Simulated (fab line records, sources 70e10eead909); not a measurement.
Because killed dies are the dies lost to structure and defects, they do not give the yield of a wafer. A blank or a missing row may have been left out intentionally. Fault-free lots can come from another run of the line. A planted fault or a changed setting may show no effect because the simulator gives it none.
Matching of chambers ; flow nandHarc ; NHARC_A_CHANNEL_FILL_D2_STRIP_28 on rieDiel-08: 4 sister chambers
The step strips in O2, time 20 s. 16 wafers are shown with their chamber, then 8 later ones without.

## WAFERS, EACH WITH ITS CHAMBER
wafer;chamber;showerheadPlenumPTorr (Torr);drypumpMotorCurrentA (A);chamberPressureMTorr (mTorr)
L819.3;2;3.71;4.7;59.95
L819.5;2;3.71;4.7;59.98
L819.6;1;3.64;5.9;60.05
L820.1;3;3.43;6.6;60.08
L820.2;0;3.34;6.1;60.02
L820.5;0;3.34;6.1;60.03
L822.2;2;3.71;4.8;59.94
L822.3;3;3.43;6.6;60.08
L822.5;2;3.71;4.8;60.03
L828.1;1;3.64;6.0;59.88
L828.2;2;3.71;4.8;60.03
L828.3;3;3.43;6.6;60.10
L837.1;2;3.71;4.7;59.98
L837.2;0;3.34;6.1;60.05
L837.4;1;3.63;6.0;59.96
L838.1;2;3.71;4.7;60.02

SIGNATURES, as means of the wafers listed above
reading;chamber 0;chamber 1;chamber 2;chamber 3;scatter within a chamber
showerheadPlenumPTorr;3.3400;3.6367;3.7100;3.4300;0.00236
drypumpMotorCurrentA;6.100;5.967;4.743;6.600;0.0445
chamberPressureMTorr;60.0333;59.9633;59.9900;60.0867;0.0443
Rule: for a wafer and a chamber, the distance is found by dividing, reading by reading, the gap between the wafer's reading and the chamber's mean by the reading's scatter, squaring, summing and taking the root. If the next closest chamber is less than 2 further off than the closest, the wafer can't be placed; otherwise it belongs to the closest. The scatter: take each reading less its chamber's mean, square it, sum over the shown wafers, divide by the number of wafers less the number of chambers, and take the root.

## WAFERS WITHOUT THEIR CHAMBER
wafer;showerheadPlenumPTorr (Torr);drypumpMotorCurrentA (A);chamberPressureMTorr (mTorr)
L838.4;3.43;6.6;60.00
L838.6;3.34;6.1;59.96
L840.2;3.71;4.7;59.92
L840.5;3.43;6.6;60.07
L840.6;3.34;6.1;60.00
L842.1;3.34;6.0;60.02
L842.2;3.63;6.0;59.93
L842.5;3.71;4.8;60.01

## CHAMBER TAKEN BY EACH
wafer;from the rows above;in truth
L838.4;3;3
L838.6;0;0
L840.2;2;2
L840.5;3;3
L840.6;0;0
L842.1;0;0
L842.2;1;1
L842.5;2;2
Placed correctly: 8 of 8. Can't be placed from these rows: 0. Wrongly placed: 0.
